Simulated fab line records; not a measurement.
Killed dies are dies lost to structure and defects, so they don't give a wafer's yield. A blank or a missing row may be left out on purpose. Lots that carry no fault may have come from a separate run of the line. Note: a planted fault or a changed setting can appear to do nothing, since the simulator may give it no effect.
Which of the tools did it? || flow nandHarc || 13 lots, 39 wafers sampled, at 6 steps of a route of 1159

WHAT EACH GAUGE READ, for each wafer
NHARC_P_ZERO_WELL_CD_MEAS_52 targets a cd of 2000 nm. Usual: 1999.6 nm for cdNm, sd 2.5.
{"lot": "L180", "measured": "day 1 23:44", "on": "cdSem-03", "cdNm (nm)": "2000.2 2001.1 2004.5", "flag": ""}
{"lot": "L181", "measured": "day 2 05:52", "on": "cdSem-01", "cdNm (nm)": "1997.6 2002.4 2001.1", "flag": ""}
{"lot": "L182", "measured": "day 2 11:54", "on": "cdSem-03", "cdNm (nm)": "2000.8 2000.5 2003.6", "flag": ""}
{"lot": "L184", "measured": "day 2 23:55", "on": "cdSem-01", "cdNm (nm)": "1998.3 2001.0 1998.5", "flag": ""}
{"lot": "L185", "measured": "day 3 05:52", "on": "cdSem-03", "cdNm (nm)": "1445.9 1442.8 1447.4", "flag": "OFF"}
{"lot": "L193", "measured": "day 5 05:38", "on": "cdSem-03", "cdNm (nm)": "2000.8 2001.2 2005.0", "flag": ""}
{"lot": "L194", "measured": "day 5 11:44", "on": "cdSem-03", "cdNm (nm)": "1998.0 1995.9 1998.6", "flag": ""}
{"lot": "L195", "measured": "day 5 18:04", "on": "cdSem-03", "cdNm (nm)": "2005.2 2002.8 1999.4", "flag": ""}
{"lot": "L196", "measured": "day 5 23:48", "on": "cdSem-01", "cdNm (nm)": "1997.8 1997.2 2002.5", "flag": ""}
{"lot": "L198", "measured": "day 6 11:29", "on": "cdSem-01", "cdNm (nm)": "1998.6 1997.6 1996.6", "flag": ""}
{"lot": "L199", "measured": "day 6 17:52", "on": "cdSem-02", "cdNm (nm)": "2000.2 1996.5 1993.3", "flag": ""}
{"lot": "L200", "measured": "day 6 23:37", "on": "cdSem-03", "cdNm (nm)": "1998.2 1998.4 2000.2", "flag": ""}
{"lot": "L202", "measured": "day 7 11:38", "on": "cdSem-03", "cdNm (nm)": "1999.0 1998.4 1997.3", "flag": ""}

NHARC_P_CONTACT_OVL_MEAS_13. Usual: overlayXNm -0.2 nm, standard deviation 0.96; overlayYNm 0.2 nm, standard deviation 0.95.
{"lot": "L180", "measured": "day 5 17:34", "on": "overlay-02", "overlayXNm (nm)": "1.9 2.0 1.4", "overlayYNm (nm)": "1.1 0.8 1.0", "flag": ""}
{"lot": "L181", "measured": "day 6 04:21", "on": "overlay-01", "overlayXNm (nm)": "-1.1 -0.6 0.0", "overlayYNm (nm)": "1.1 1.0 1.6", "flag": ""}
{"lot": "L182", "measured": "day 6 05:19", "on": "overlay-02", "overlayXNm (nm)": "-1.2 -1.4 -0.8", "overlayYNm (nm)": "-0.2 -0.9 -0.6", "flag": ""}
{"lot": "L184", "measured": "day 6 14:02", "on": "overlay-01", "overlayXNm (nm)": "0.7 0.8 0.9", "overlayYNm (nm)": "1.5 1.9 0.9", "flag": ""}
{"lot": "L193", "measured": "day 9 07:01", "on": "overlay-02", "overlayXNm (nm)": "-0.2 0.6 -0.1", "overlayYNm (nm)": "-0.2 -0.3 -0.7", "flag": ""}
{"lot": "L194", "measured": "day 8 23:34", "on": "overlay-01", "overlayXNm (nm)": "-0.8 -1.2 -0.4", "overlayYNm (nm)": "0.0 -0.3 -0.3", "flag": ""}
{"lot": "L195", "measured": "day 9 12:35", "on": "overlay-02", "overlayXNm (nm)": "-0.5 -0.6 -0.6", "overlayYNm (nm)": "0.1 0.1 -0.3", "flag": ""}
{"lot": "L196", "measured": "day 9 18:37", "on": "overlay-02", "overlayXNm (nm)": "0.1 0.7 -0.2", "overlayYNm (nm)": "-0.9 -1.1 -1.6", "flag": ""}
{"lot": "L198", "measured": "day 10 06:59", "on": "overlay-02", "overlayXNm (nm)": "0.9 0.9 0.4", "overlayYNm (nm)": "0.2 0.3 -0.1", "flag": ""}
{"lot": "L199", "measured": "day 10 05:44", "on": "overlay-01", "overlayXNm (nm)": "0.5 0.1 0.3", "overlayYNm (nm)": "0.4 1.0 0.6", "flag": ""}
{"lot": "L200", "measured": "day 10 20:45", "on": "overlay-02", "overlayXNm (nm)": "-0.5 -1.1 -1.1", "overlayYNm (nm)": "-0.7 -0.3 -1.4", "flag": ""}
{"lot": "L202", "measured": "day 11 11:24", "on": "overlay-01", "overlayXNm (nm)": "-1.1 -1.4 -1.1", "overlayYNm (nm)": "-0.6 -0.1 -0.1", "flag": ""}

NHARC_END_SORT_01. Usual: killedAtArray 27, standard deviation 10; killedAtOther 0.6, standard deviation 0.96; killedAtPeriphery 3.4, standard deviation 2.7; killedDies 31, standard deviation 10; killedOpen 2.9, standard deviation 1.8; killedShort 1.8, standard deviation 1.4.
{"lot": "L185", "measured": "day 20 16:58", "on": "prober-01", "killedAtArray": "32 34 47", "killedAtOther": "0 0 0", "killedAtPeriphery": "645 643 629", "killedDies": "677 677 676", "killedOpen": "2 1 3", "killedShort": "3 0 1", "flag": "OFF"}

EACH LOT AND THE TOOL THAT RAN IT (in order: tool; ch and the chambers of the sampled wafers; start)
{"lot": "L180", "NHARC_P_ZERO_WELL_EXPOSE_49": "krfScanner-02 ch 0, day 1 23:35", "NHARC_P_STI_DESCUM_14": "rieDiel-10 ch 1,2,3, day 2 14:40", "NHARC_P_GATE_STRIP_95": "plasmaAsher-01 ch 0,1, day 5 13:58"}
{"lot": "L181", "NHARC_P_ZERO_WELL_EXPOSE_49": "krfScanner-01 ch 0, day 2 05:43", "NHARC_P_STI_DESCUM_14": "rieDiel-02 ch 2,3, day 3 02:32", "NHARC_P_GATE_STRIP_95": "plasmaAsher-02 ch 0,1, day 6 00:36"}
{"lot": "L182", "NHARC_P_ZERO_WELL_EXPOSE_49": "krfScanner-02 ch 0, day 2 11:44", "NHARC_P_STI_DESCUM_14": "rieDiel-12 ch 0,3, day 3 02:22", "NHARC_P_GATE_STRIP_95": "plasmaAsher-02 ch 0,1, day 6 01:53"}
{"lot": "L184", "NHARC_P_ZERO_WELL_EXPOSE_49": "krfScanner-02 ch 0, day 2 23:45", "NHARC_P_STI_DESCUM_14": "rieDiel-02 ch 0,1,2, day 3 18:39", "NHARC_P_GATE_STRIP_95": "plasmaAsher-02 ch 0,1, day 6 10:28"}
{"lot": "L185", "NHARC_P_ZERO_WELL_EXPOSE_49": "krfScanner-03 ch 0, day 3 05:42", "NHARC_P_STI_DESCUM_14": "-", "NHARC_P_GATE_STRIP_95": "-"}
{"lot": "L193", "NHARC_P_ZERO_WELL_EXPOSE_49": "krfScanner-02 ch 0, day 5 05:28", "NHARC_P_STI_DESCUM_14": "rieDiel-12 ch 0,1, day 6 00:41", "NHARC_P_GATE_STRIP_95": "plasmaAsher-02 ch 0, day 9 03:34"}
{"lot": "L194", "NHARC_P_ZERO_WELL_EXPOSE_49": "krfScanner-01 ch 0, day 5 11:35", "NHARC_P_STI_DESCUM_14": "rieDiel-10 ch 0,3, day 6 05:16", "NHARC_P_GATE_STRIP_95": "plasmaAsher-01 ch 1, day 8 20:10"}
{"lot": "L195", "NHARC_P_ZERO_WELL_EXPOSE_49": "krfScanner-03 ch 0, day 5 17:55", "NHARC_P_STI_DESCUM_14": "rieDiel-12 ch 0,1,3, day 6 11:33", "NHARC_P_GATE_STRIP_95": "plasmaAsher-01 ch 0,1, day 9 09:11"}
{"lot": "L196", "NHARC_P_ZERO_WELL_EXPOSE_49": "krfScanner-01 ch 0, day 5 23:38", "NHARC_P_STI_DESCUM_14": "rieDiel-10 ch 0,1,2, day 6 18:17", "NHARC_P_GATE_STRIP_95": "plasmaAsher-01 ch 0,1, day 9 15:13"}
{"lot": "L198", "NHARC_P_ZERO_WELL_EXPOSE_49": "krfScanner-02 ch 0, day 6 11:20", "NHARC_P_STI_DESCUM_14": "rieDiel-10 ch 0,2, day 7 08:16", "NHARC_P_GATE_STRIP_95": "plasmaAsher-02 ch 0,1, day 10 03:25"}
{"lot": "L199", "NHARC_P_ZERO_WELL_EXPOSE_49": "krfScanner-03 ch 0, day 6 17:43", "NHARC_P_STI_DESCUM_14": "rieDiel-12 ch 0,1,2, day 7 08:06", "NHARC_P_GATE_STRIP_95": "plasmaAsher-02 ch 0,1, day 10 02:19"}
{"lot": "L200", "NHARC_P_ZERO_WELL_EXPOSE_49": "krfScanner-03 ch 0, day 6 23:28", "NHARC_P_STI_DESCUM_14": "rieDiel-02 ch 0,1,3, day 7 19:36", "NHARC_P_GATE_STRIP_95": "plasmaAsher-01 ch 0,1, day 10 17:01"}
{"lot": "L202", "NHARC_P_ZERO_WELL_EXPOSE_49": "krfScanner-02 ch 0, day 7 11:29", "NHARC_P_STI_DESCUM_14": "rieDiel-02 ch 0,1,3, day 8 06:36", "NHARC_P_GATE_STRIP_95": "plasmaAsher-01 ch 0,1, day 11 07:50"}
- NHARC_P_ZERO_WELL_EXPOSE_49: exposes mask P HVPW, target cd 2000 nm.
- NHARC_P_STI_DESCUM_14: chemistry O2, time 3 s.
- NHARC_P_GATE_STRIP_95: strips in O2.

WHAT THE TOOLS THEMSELVES READ (means of the sampled wafers that have a number; where no wafer has one, the mark that the record gives instead)
NHARC_P_STI_DESCUM_14. Usual: drypumpMotorCurrentA 5.7 A, standard deviation 0.45; oesProductAu 1.001 a.u., standard deviation 0.0097; rfVppV 57.8 V, standard deviation 0.95; showerheadPlenumPTorr 1.93 Torr, standard deviation 0.088; throttleValvePct 11.313 %, standard deviation 0.0083.
{"lot": "L180", "tool": "rieDiel-10", "drypumpMotorCurrentA (A)": 5.8, "oesProductAu (a.u.)": 1.005, "rfVppV (V)": 57.8, "showerheadPlenumPTorr (Torr)": 1.97, "throttleValvePct (%)": 11.316, "flag": ""}
{"lot": "L181", "tool": "rieDiel-02", "drypumpMotorCurrentA (A)": 6.0, "oesProductAu (a.u.)": 0.998, "rfVppV (V)": 57.9, "showerheadPlenumPTorr (Torr)": 2.00, "throttleValvePct (%)": 11.307, "flag": ""}
{"lot": "L182", "tool": "rieDiel-12", "drypumpMotorCurrentA (A)": 5.4, "oesProductAu (a.u.)": 1.011, "rfVppV (V)": 57.8, "showerheadPlenumPTorr (Torr)": 2.03, "throttleValvePct (%)": 11.309, "flag": ""}
{"lot": "L184", "tool": "rieDiel-02", "drypumpMotorCurrentA (A)": 5.9, "oesProductAu (a.u.)": 0.999, "rfVppV (V)": 58.4, "showerheadPlenumPTorr (Torr)": 1.88, "throttleValvePct (%)": 11.308, "flag": ""}
{"lot": "L193", "tool": "rieDiel-12", "drypumpMotorCurrentA (A)": 5.1, "oesProductAu (a.u.)": 1.002, "rfVppV (V)": 57.4, "showerheadPlenumPTorr (Torr)": 1.91, "throttleValvePct (%)": 11.317, "flag": ""}
{"lot": "L194", "tool": "rieDiel-10", "drypumpMotorCurrentA (A)": 5.7, "oesProductAu (a.u.)": 1.015, "rfVppV (V)": 58.1, "showerheadPlenumPTorr (Torr)": 1.94, "throttleValvePct (%)": 11.318, "flag": ""}
{"lot": "L195", "tool": "rieDiel-12", "drypumpMotorCurrentA (A)": 5.3, "oesProductAu (a.u.)": 1.011, "rfVppV (V)": 58.4, "showerheadPlenumPTorr (Torr)": 1.97, "throttleValvePct (%)": 11.313, "flag": ""}
{"lot": "L196", "tool": "rieDiel-10", "drypumpMotorCurrentA (A)": 5.9, "oesProductAu (a.u.)": 1.004, "rfVppV (V)": 57.8, "showerheadPlenumPTorr (Torr)": 1.90, "throttleValvePct (%)": 11.309, "flag": ""}
{"lot": "L198", "tool": "rieDiel-10", "drypumpMotorCurrentA (A)": 5.9, "oesProductAu (a.u.)": 0.991, "rfVppV (V)": 57.0, "showerheadPlenumPTorr (Torr)": 1.82, "throttleValvePct (%)": 11.307, "flag": ""}
{"lot": "L199", "tool": "rieDiel-12", "drypumpMotorCurrentA (A)": 5.5, "oesProductAu (a.u.)": 1.002, "rfVppV (V)": 57.3, "showerheadPlenumPTorr (Torr)": 1.91, "throttleValvePct (%)": 11.313, "flag": ""}
{"lot": "L200", "tool": "rieDiel-02", "drypumpMotorCurrentA (A)": 5.7, "oesProductAu (a.u.)": 1.002, "rfVppV (V)": 57.9, "showerheadPlenumPTorr (Torr)": 1.93, "throttleValvePct (%)": 11.316, "flag": ""}
{"lot": "L202", "tool": "rieDiel-02", "drypumpMotorCurrentA (A)": 5.7, "oesProductAu (a.u.)": 0.993, "rfVppV (V)": 57.8, "showerheadPlenumPTorr (Torr)": 1.93, "throttleValvePct (%)": 11.310, "flag": ""}

NHARC_P_GATE_STRIP_95. Usual: drypumpMotorCurrentA 5.61 A, standard deviation 0.26; heaterPowerW 352 W, standard deviation 47.
{"lot": "L180", "tool": "plasmaAsher-01", "drypumpMotorCurrentA (A)": 5.61, "heaterPowerW (W)": 366, "flag": ""}
{"lot": "L181", "tool": "plasmaAsher-02", "drypumpMotorCurrentA (A)": 5.79, "heaterPowerW (W)": 352, "flag": ""}
{"lot": "L182", "tool": "plasmaAsher-02", "drypumpMotorCurrentA (A)": 5.57, "heaterPowerW (W)": 375, "flag": ""}
{"lot": "L184", "tool": "plasmaAsher-02", "drypumpMotorCurrentA (A)": 5.57, "heaterPowerW (W)": 379, "flag": ""}
{"lot": "L193", "tool": "plasmaAsher-02", "drypumpMotorCurrentA (A)": 5.34, "heaterPowerW (W)": 391, "flag": ""}
{"lot": "L194", "tool": "plasmaAsher-01", "drypumpMotorCurrentA (A)": 5.38, "heaterPowerW (W)": 299, "flag": ""}
{"lot": "L195", "tool": "plasmaAsher-01", "drypumpMotorCurrentA (A)": 5.62, "heaterPowerW (W)": 366, "flag": ""}
{"lot": "L196", "tool": "plasmaAsher-01", "drypumpMotorCurrentA (A)": 5.64, "heaterPowerW (W)": 362, "flag": ""}
{"lot": "L198", "tool": "plasmaAsher-02", "drypumpMotorCurrentA (A)": 5.78, "heaterPowerW (W)": 337, "flag": ""}
{"lot": "L199", "tool": "plasmaAsher-02", "drypumpMotorCurrentA (A)": 5.80, "heaterPowerW (W)": 338, "flag": ""}
{"lot": "L200", "tool": "plasmaAsher-01", "drypumpMotorCurrentA (A)": 5.62, "heaterPowerW (W)": 368, "flag": ""}
{"lot": "L202", "tool": "plasmaAsher-01", "drypumpMotorCurrentA (A)": 5.51, "heaterPowerW (W)": 337, "flag": ""}

THE ANSWER, worked out from the rows above alone
Rule: lot off if the mean of its wafers having a number is beyond 3 standard deviations from the usual mean. A lot without any number at a reading at which 4 lots or more have one is off too. All remaining lots with rows at the step are treated as sound. The gauges are gone through in route order, then the tools' own readings, and for those a lot's mean is taken as printed above. At the first step where some lot is off, the reading lying furthest off is the one used; lots without a number count as furthest.
Off: L185, at NHARC_P_ZERO_WELL_CD_MEAS_52 (cdNm).
A tool fits if, at a process step before that reading, it ran every lot that is off, and no sound lot after the first of them. The gauges at NHARC_P_ZERO_WELL_CD_MEAS_52 aren't tried: what is off there is off at NHARC_END_SORT_01 too, on other tools, and a gauge's error can't cause that. Of those tried, none fits.

WHAT THE SIMULATOR HAD INSERTED
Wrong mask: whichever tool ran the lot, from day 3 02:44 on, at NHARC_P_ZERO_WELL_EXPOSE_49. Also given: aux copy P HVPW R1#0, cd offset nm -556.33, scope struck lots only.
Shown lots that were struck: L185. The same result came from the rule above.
